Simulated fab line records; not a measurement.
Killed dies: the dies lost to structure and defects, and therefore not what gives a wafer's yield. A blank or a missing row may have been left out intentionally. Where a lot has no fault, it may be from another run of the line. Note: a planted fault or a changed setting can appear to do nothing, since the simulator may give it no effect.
fab line records	flow nandHarc
record: lots: 12	wafers: 34	lastDay: 33
route steps=1302 shown A_STAIRCASE@681 END@1302
lots that met no fault: from a run of the same line without faults
startH: the number of hours between the record's first day and the start of the first shown wafer of the lot	waitH: hours elapsed since this lot's preceding step	" repeats the value in the row above	L1.1+2: several wafers, shown together as one row	- value missing, or start not given	* or withheld: withheld	< > ~ a bound
route shown NAME@n: NAME is a module with steps in the file, n the number in the route of the first one	usual: mean and standard deviation over wafers with no fault	same: alike in all rows	chamber/n: place in a boat	sites: per-site readings	_std_site: their standard deviation	_edge_site: inner sites' mean taken away from outer sites' mean	radiusMm: how far each site lies from the wafer's centre	mask NAME#n: copy n	behind: tool/chamber where the wafer was last shaped	hold: cause of the lot's hold/its duration in hours/its outcome	device: the transistor (n, p or np) that didn't switch	end of line: the same wafers' tests at the end of the route	a step given without rows: its recipe and nothing more	killed: not the wafer's yield, but the dies lost to structure and defects at the first sort	map: the dies of a wafer, with x for killed, . for not killed, _ for no die there
set.NAME: the setting the step ran with; set.NAME@STEP: the setting that earlier step ran with	model.NAME: the simulator's own value behind a step, which no gauge read
steps of the route over a sample of lots; a table a step, a row a wafer
services: a tool's chamber out of use, with start hour (startH, from the record's first day; less than 0 if before it), hours out, and reason
== steps ==
step: NHARC_A_STAIRCASE_TRIM_24
recipe: timeS: 211.2	o2FlowSccm: 500	arFlowSccm: 0	biasW: 0	chemistry: O2
usual: drypumpMotorCurrentA: 6.0/0.34	oesProductAu: 0.999/0.0077	rfVppV: 57.8/0.91	runLengthS: 232.4/0.37	showerheadPlenumPTorr: 3.54/0.14	throttleValvePct: 17.037/0.0093
lot.wafer	tool	chamber	startH	waitH	drypumpMotorCurrentA	oesProductAu	rfHoursCounterH	rfVppV	runLengthS	showerheadPlenumPTorr	throttleValvePct
L798.4	rieDiel-02	1	-	-	5.5	0.995	45	57.9	232.7	3.75	17.042
L798.2	"	2	"	"	6.6	0.993	40	57.6	232.4	3.64	17.029
L798.5	"	1	"	"	5.4	0.993	-	57.8	232.5	3.75	17.046
L801.2	rieDiel-03	3	-	-	6.2	1.001	32	59.3	232.4	3.76	17.026
L801.1	"	2	"	"	6.5	1.001	33	58.2	232.0	3.40	17.025
L801.5	"	3	"	"	6.2	0.994	-	58.2	232.8	3.76	17.040
L802.3	rieDiel-08	0	-	-	6.4	1.005	2	58.4	233.4	3.46	17.041
L802.4	"	1	"	"	5.7	1.011	2	57.2	231.6	3.44	17.056
L802.6	"	2	"	"	6.2	1.016	-	57.5	232.1	3.58	17.043
L805.3	rieDiel-03	2	-	-	6.5	1.002	51	57.7	232.1	3.39	17.040
L805.6	"	0	"	"	5.7	1.002	-	57.6	231.8	3.44	17.037
L805.5	"	1	"	"	5.6	1.001	-	58.0	232.5	3.64	17.046
L808.1	rieDiel-02	0	-	-	5.9	1.007	19	56.8	232.3	3.44	17.041
L809.1	rieDiel-02	3	-	-	5.9	0.983	23	56.4	232.7	3.30	17.041
L809.6	"	1	"	"	5.5	0.991	-	57.0	232.8	3.74	17.025
L809.4	"	0	"	"	5.9	0.997	-	58.2	232.4	3.44	17.039
L813.3	rieDiel-02	3	-	-	5.9	0.986	30	57.1	232.4	3.29	17.049
L813.6	"	2	"	"	6.6	0.985	-	58.3	232.2	3.62	17.022
L813.5	"	3	"	"	5.8	0.990	-	57.0	232.6	3.29	17.037
L812.3	rieDiel-08	1	-	-	5.7	0.998	39	57.2	232.5	3.42	17.020
L812.2	"	0	"	"	6.4	1.007	38	56.2	232.8	3.44	17.042
L812.5	"	1	"	"	5.7	1.007	-	58.7	231.8	3.42	17.034
L817.1	rieDiel-03	3	-	-	6.2	1.002	21	57.3	232.4	3.73	17.036
L817.2	"	2	"	"	6.5	1.007	22	58.8	232.2	3.37	17.058
L817.5	"	0	"	"	5.7	0.995	-	58.2	231.9	3.42	17.035
L818.1	rieDiel-02	0	-	-	6.0	0.997	51	58.4	232.2	3.42	17.026
L818.3	"	1	"	"	5.5	0.996	43	59.3	232.9	3.72	17.038
L818.5	"	1	"	"	5.5	1.001	-	57.2	232.8	3.72	17.022
L821.1	rieDiel-03	3	-	-	6.2	0.998	39	58.8	232.8	3.72	17.038
L821.3	"	0	"	"	5.7	0.999	46	57.2	232.1	3.41	17.038
L821.5	"	3	"	"	6.2	1.008	-	58.3	232.2	3.72	17.036
L820.4	rieDiel-03	0	-	-	5.7	0.985	46	57.7	232.1	3.41	17.039
L820.1	"	1	"	"	5.6	0.990	37	59.1	232.2	3.62	17.042
L820.2	"	2	"	"	6.5	0.994	34	56.6	232.7	3.36	17.041
step: NHARC_A_STAIRCASE_ETCH_188
recipe: targetDepthA: 1000	timeS: 40.5	ionEnergyEv: 400	c4f8FlowSccm: 20	o2FlowSccm: 10	arFlowSccm: withheld	rfW: 600	biasW: 1000	chemistry: C4F8/O2
usual: oesProductAu: 0.940/0.012	rfVppV: 896/5.1
lot.wafer	tool	chamber	startH	waitH	oesProductAu	rfHoursCounterH	rfVppV
L798.2	rieDiel-03	0	-	-	0.947	16	893
L798.4	"	2	"	"	0.956	23	892
L798.5	"	1	"	"	0.944	-	902
L801.2	rieDiel-03	1	-	-	0.922	34	900
L801.1	"	2	"	"	0.927	34	890
L801.5	"	0	"	"	0.922	-	894
L802.3	rieDiel-03	1	-	-	0.927	36	900
L802.4	"	2	"	"	0.928	35	891
L802.6	"	0	"	"	0.915	-	893
L805.3	rieDiel-08	3	-	-	0.944	23	903
L805.6	"	2	"	"	0.955	-	897
L805.5	"	3	"	"	0.948	-	904
L808.1	rieDiel-08	2	-	-	0.942	33	897
L809.1	rieDiel-03	0	-	-	0.942	1	891
L809.6	"	0	"	"	0.937	-	893
L809.4	"	2	"	"	0.952	-	891
L813.3	rieDiel-02	2	-	-	0.934	16	898
L813.5	"	0	"	"	0.942	-	892
L813.6	"	1	"	"	0.928	-	904
L812.2	rieDiel-08	2	-	-	0.963	43	897
L812.3	"	0	"	"	0.953	38	891
L812.5	"	2	"	"	0.956	-	897
L817.1	rieDiel-03	1	-	-	0.949	29	900
L817.2	"	3	"	"	0.969	26	904
L817.5	"	1	"	"	0.951	-	902
L818.1	rieDiel-03	1	-	-	0.955	33	899
L818.3	"	2	"	"	0.952	30	891
L818.5	"	1	"	"	0.964	-	899
L821.3	rieDiel-08	3	-	-	0.933	7	901
L821.1	"	0	"	"	0.951	6	893
L821.5	"	3	"	"	0.941	-	901
L820.1	rieDiel-03	1	-	-	0.934	38	899
L820.4	"	2	"	"	0.937	35	889
L820.2	"	0	"	"	0.947	46	892
step: NHARC_A_STAIRCASE_TRIM_198
recipe: timeS: 211.2	o2FlowSccm: 500	arFlowSccm: 0	biasW: 0	chemistry: O2
usual: drypumpMotorCurrentA: 6.0/0.34	oesProductAu: 1.001/0.0078	rfVppV: 57.7/0.88	runLengthS: 232.4/0.34	showerheadPlenumPTorr: 3.54/0.15	throttleValvePct: 17.036/0.0095
lot.wafer	tool	chamber	startH	waitH	drypumpMotorCurrentA	oesProductAu	rfHoursCounterH	rfVppV	runLengthS	showerheadPlenumPTorr	throttleValvePct
L798.2	rieDiel-03	3	-	-	6.2	0.990	22	58.9	232.3	3.76	17.029
L798.4	"	2	"	"	6.5	1.000	23	58.0	232.4	3.40	17.038
L798.5	"	3	"	"	6.2	1.006	-	57.0	232.3	3.76	17.032
L801.1	rieDiel-03	0	-	-	5.7	0.990	28	57.8	232.2	3.45	17.045
L801.2	"	1	"	"	5.6	0.986	36	58.4	232.9	3.65	17.042
L801.5	"	1	"	"	5.6	0.991	-	57.9	232.7	3.65	17.025
L802.3	rieDiel-08	2	-	-	6.2	1.002	7	57.2	232.6	3.58	17.048
L802.4	"	2	"	"	6.2	1.011	-	57.7	232.1	3.58	17.046
L802.6	"	3	"	"	6.1	1.004	-	58.6	232.9	3.74	17.024
L805.3	rieDiel-02	3	-	-	5.9	0.994	13	57.8	232.5	3.30	17.034
L805.6	"	3	"	"	5.9	0.998	-	56.6	232.3	3.30	17.028
L805.5	"	0	"	"	5.9	0.996	-	58.4	232.7	3.44	17.029
L808.1	rieDiel-03	2	-	-	6.4	1.014	0	57.5	232.2	3.38	17.021
L809.1	rieDiel-03	2	-	-	6.5	0.996	1	58.3	232.4	3.38	17.035
L809.4	"	0	"	"	5.7	1.002	-	56.3	231.8	3.43	17.027
L809.6	"	2	"	"	6.5	0.998	-	57.8	232.5	3.38	17.045
L812.2	rieDiel-08	2	-	-	6.2	1.005	43	56.4	232.3	3.56	17.029
L812.3	"	0	"	"	6.5	1.007	39	56.5	233.2	3.44	17.033
L812.5	"	2	"	"	6.2	1.019	-	59.8	232.2	3.56	17.023
L813.3	rieDiel-02	3	-	-	5.8	1.003	31	58.0	232.5	3.29	17.029
L813.6	"	1	"	"	5.5	1.009	-	57.0	232.3	3.73	17.024
L813.5	"	2	"	"	6.6	1.007	-	58.5	232.5	3.62	17.037
L817.2	rieDiel-03	3	-	-	6.2	1.010	27	57.3	232.3	3.72	17.028
L817.1	"	2	"	"	6.4	1.004	27	57.8	232.5	3.37	17.024
L817.5	"	3	"	"	6.2	1.009	-	59.4	232.3	3.72	17.054
L818.1	rieDiel-02	0	-	-	5.9	1.000	52	58.2	232.2	3.42	17.035
L818.3	"	1	"	"	5.5	1.003	45	57.8	232.9	3.72	17.040
L818.5	"	3	"	"	5.8	0.996	-	56.4	232.4	3.28	17.032
L821.1	rieDiel-08	3	-	-	6.1	1.001	8	58.1	232.6	3.70	17.045
L821.3	"	0	"	"	6.4	0.991	6	58.5	233.1	3.43	17.048
L821.5	"	2	"	"	6.2	1.007	-	57.8	232.3	3.54	17.027
L820.1	rieDiel-08	0	-	-	6.4	1.010	7	56.2	233.7	3.43	17.048
L820.2	"	2	"	"	6.2	1.007	8	59.5	232.5	3.54	17.037
L820.4	"	3	"	"	6.1	1.003	8	57.3	232.9	3.70	17.038
step: NHARC_A_STAIRCASE_TRIM_202
recipe: timeS: 211.2	o2FlowSccm: 500	arFlowSccm: 0	biasW: 0	chemistry: O2
usual: drypumpMotorCurrentA: 6.0/0.35	oesProductAu: 0.999/0.008	rfVppV: 57.8/0.86	runLengthS: 232.4/0.35	showerheadPlenumPTorr: 3.54/0.14	throttleValvePct: 17.037/0.0083
lot.wafer	tool	chamber	startH	waitH	drypumpMotorCurrentA	oesProductAu	rfHoursCounterH	rfVppV	runLengthS	showerheadPlenumPTorr	throttleValvePct
L798.2	rieDiel-03	3	356.92	-	6.2	0.999	22	59.3	232.3	3.76	17.015
L798.4	"	0	"	"	5.7	0.998	16	56.9	232.3	3.45	17.038
L798.5	"	2	"	"	6.5	0.991	-	56.7	232.1	3.40	17.040
L801.1	rieDiel-03	2	398.28	-	6.5	0.992	36	58.6	232.0	3.40	17.035
L801.2	"	3	"	"	6.2	0.992	34	58.2	232.4	3.75	17.019
L801.5	"	0	"	"	5.7	0.995	-	57.3	231.8	3.45	17.033
L802.3	rieDiel-08	3	398.94	-	6.1	0.999	7	58.0	232.5	3.74	17.034
L802.6	"	3	"	"	6.1	0.999	-	59.2	232.5	3.74	17.028
L802.4	"	1	"	"	5.7	0.998	-	57.6	231.7	3.44	17.028
L805.3	rieDiel-02	2	438.42	-	6.6	0.996	12	58.4	232.2	3.62	17.035
L805.5	"	3	"	"	5.9	0.983	-	58.3	232.3	3.30	17.045
L805.6	"	0	"	"	6.0	1.002	-	57.6	232.4	3.44	17.030
L808.1	rieDiel-03	0	469.64	-	5.7	0.991	0	56.6	303.8	3.43	17.043
L809.1	rieDiel-03	2	472.44	-	6.4	1.001	2	56.3	232.0	3.38	17.040
L809.6	"	2	"	"	6.5	1.003	-	57.2	232.0	3.38	17.033
L809.4	"	0	"	"	5.7	0.997	-	58.1	303.0	3.43	17.042
L812.2	rieDiel-08	3	496.46	-	6.1	1.004	43	58.5	233.1	3.72	17.036
L812.3	"	1	"	"	5.7	0.986	40	58.0	232.0	3.42	17.038
L812.5	"	2	"	"	6.2	1.009	-	58.5	232.9	3.56	17.044
L813.3	rieDiel-02	3	496.60	-	5.8	0.991	31	57.9	232.4	3.29	17.033
L813.6	"	0	"	"	5.9	0.988	-	59.0	232.3	3.43	17.036
L813.5	"	1	"	"	5.5	1.002	-	58.0	232.6	3.73	17.032
L817.1	rieDiel-03	1	552.76	-	5.6	1.001	30	58.5	232.4	3.62	17.032
L817.2	"	2	"	"	6.4	1.006	27	57.8	232.2	3.37	17.044
L817.5	"	1	"	"	5.6	1.005	-	58.1	232.4	3.62	17.037
L818.3	rieDiel-02	1	565.21	-	5.4	0.993	45	57.2	232.5	3.72	17.050
L818.1	"	0	"	"	6.0	1.004	53	57.9	232.2	3.42	17.050
L818.5	"	1	"	"	5.4	0.999	-	58.0	232.5	3.72	17.042
L821.3	rieDiel-08	3	579.92	-	6.1	0.995	8	59.5	232.6	3.70	17.030
L821.1	"	2	"	"	6.2	1.006	9	57.0	232.4	3.54	17.034
L821.5	"	3	"	"	6.1	0.997	-	57.7	232.5	3.70	17.045
L820.4	rieDiel-08	0	580.10	-	6.4	0.996	8	57.5	232.9	3.43	17.046
L820.2	"	1	"	"	5.7	0.983	8	57.0	232.2	3.41	17.036
L820.1	"	2	"	"	6.2	0.997	9	57.9	232.5	3.54	17.035
step: NHARC_END_SORT_01
recipe: tempC: 25
usual: killedAtArray: 59/19	killedAtOther: 0.6/0.85	killedAtPeriphery: 3.8/2.5	killedDies: 64/19	killedOpen: 3.3/1.8	killedShort: 2.2/1.6
same: grossDies: 677
lot.wafer	tool	chamber	startH	waitH	hold	killedAtArray	killedAtOther	killedAtPeriphery	killedDies	killedOpen	killedShort
L809.1	prober-02	0	681.72	2.5	awaitDispo/4.9h/release	66	0	5	71	3	2
L809.4	prober-02	0	684.13	3.4	awaitDispo/4.9h/release	664	0	9	673	0	6
L809.6	prober-02	0	685.74	4.0	awaitDispo/4.9h/release	57	0	5	62	7	0
L808.1	prober-01	0	703.66	2.5	awaitDispo/1.7h/release	669	2	6	677	4	5
killed by level:class
L809.1 A_CHANNEL_HOLE_D1:chamberFilmFlake=35 A_CHANNEL_HOLE_D2:chamberFilmFlake=14 A_CONTACT:chamberFilmFlake=6 P_GATE:chamberFilmFlake=2 A_SLIT:chamberFilmFlake=2 A_STAIRCASE:chamberFilmFlake=2 A_WL_FILL:chamberFilmFlake=2 P_CONTACT:geometricParticle:open=1
L809.4 A_STAIRCASE:areaTrim=606 A_CHANNEL_HOLE_D1:chamberFilmFlake=22 A_CHANNEL_HOLE_D2:chamberFilmFlake=20 P_GATE:chamberFilmFlake=6 A_STAIRCASE:chamberFilmFlake=4 A_ZERO_WELL:chamberFilmFlake=3 A_WL_FILL:geometricParticle:short=2 A_CHANNEL_FILL_D1:chamberFilmFlake=2
L809.6 A_CHANNEL_HOLE_D1:chamberFilmFlake=24 A_CHANNEL_HOLE_D2:chamberFilmFlake=22 P_GATE:chamberFilmFlake=2 A_SLIT:chamberFilmFlake=2 A_CONTACT:chamberFilmFlake=2 P_ZERO_WELL:geometricParticle:open=1 P_STI:geometricParticle:open=1 P_GATE:geometricParticle:open=1
L808.1 A_STAIRCASE:areaTrim=596 A_SLIT:chamberFilmFlake=35 A_CHANNEL_HOLE_D1:chamberFilmFlake=24 A_STAIRCASE:chamberFilmFlake=7 P_GATE:chamberFilmFlake=3 A_CHANNEL_FILL_D2:geometricParticle:short=2 P_STI:geometricParticle:open=1 P_CONTACT:geometricParticle:open=1
== services ==
tool	chamber	startH	hours	kind
rieDiel-02	3	337.15	5.8	repair
rieDiel-03	0	340.06	-	clean
rieDiel-03	1	340.06	-	clean
rieDiel-03	2	340.06	-	clean
rieDiel-03	3	340.06	-	clean
rieDiel-08	1	349.31	3.2	repair
rieDiel-02	3	353.28	2.9	repair
rieDiel-08	3	363.40	7.2	repair
rieDiel-03	0	364.56	-	clean
rieDiel-08	-	368.69	9.0	pm
rieDiel-02	1	371.08	4.7	repair
rieDiel-03	0	373.60	1.3	repair
rieDiel-03	3	389.08	1.6	repair
rieDiel-02	-	393.70	9.0	pm
rieDiel-08	0	396.13	5.1	repair
rieDiel-02	1	440.14	22.0	repair
rieDiel-02	2	446.95	33.0	repair
rieDiel-03	1	453.94	20.0	repair
rieDiel-03	-	459.06	9.0	pm
rieDiel-02	3	477.35	3.9	repair
rieDiel-03	3	490.72	4.6	repair
rieDiel-03	-	503.76	0.7	repair
rieDiel-08	-	545.69	9.0	pm
rieDiel-02	-	570.70	9.0	pm
== key ==
firstSign: step: NHARC_A_STAIRCASE_TRIM_202	reading: runLengthS	direction: up	sigmas: 99+	usual: *	struck: *
effect: step: NHARC_END_SORT_01	reading: killedDies	direction: up	sigmas: 33	usual: 64	struck: 675
moreKillsBornAt: NHARC_A_STAIRCASE_TRIM_202@rieDiel-03: 1202
metAt NHARC_A_STAIRCASE_TRIM_202
struckLots L808,L809
struckWafers L808.1,L809.4
laterRowsLeftOut L808.1,L809.4
testerLeftOut L808,L809
notActingAt NHARC_A_STAIRCASE_TRIM_24,NHARC_A_STAIRCASE_ETCH_188,NHARC_A_STAIRCASE_TRIM_198
onsetBetween 398.28 469.64
fault: kind: processParameterDrift	tool: rieDiel-03	chamber: 0	onsetH: 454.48	steps: NHARC_A_STAIRCASE_TRIM_202	channel: timeS	offset: *	shape: step	endH: 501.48	actsIn: *	stated: *
testerLeftOut: of these lots the tester's yield and bins aren't shown, on N5 and GAA mostly nor the transistor test; their killed dies are dies lost to structure and defects alone, not to doping, threshold or leakage, so they don't give the yield
laterRowsLeftOut: the simulator's readings of these wafers behind a module that went badly wrong aren't trusted and aren't shown, but for the sort
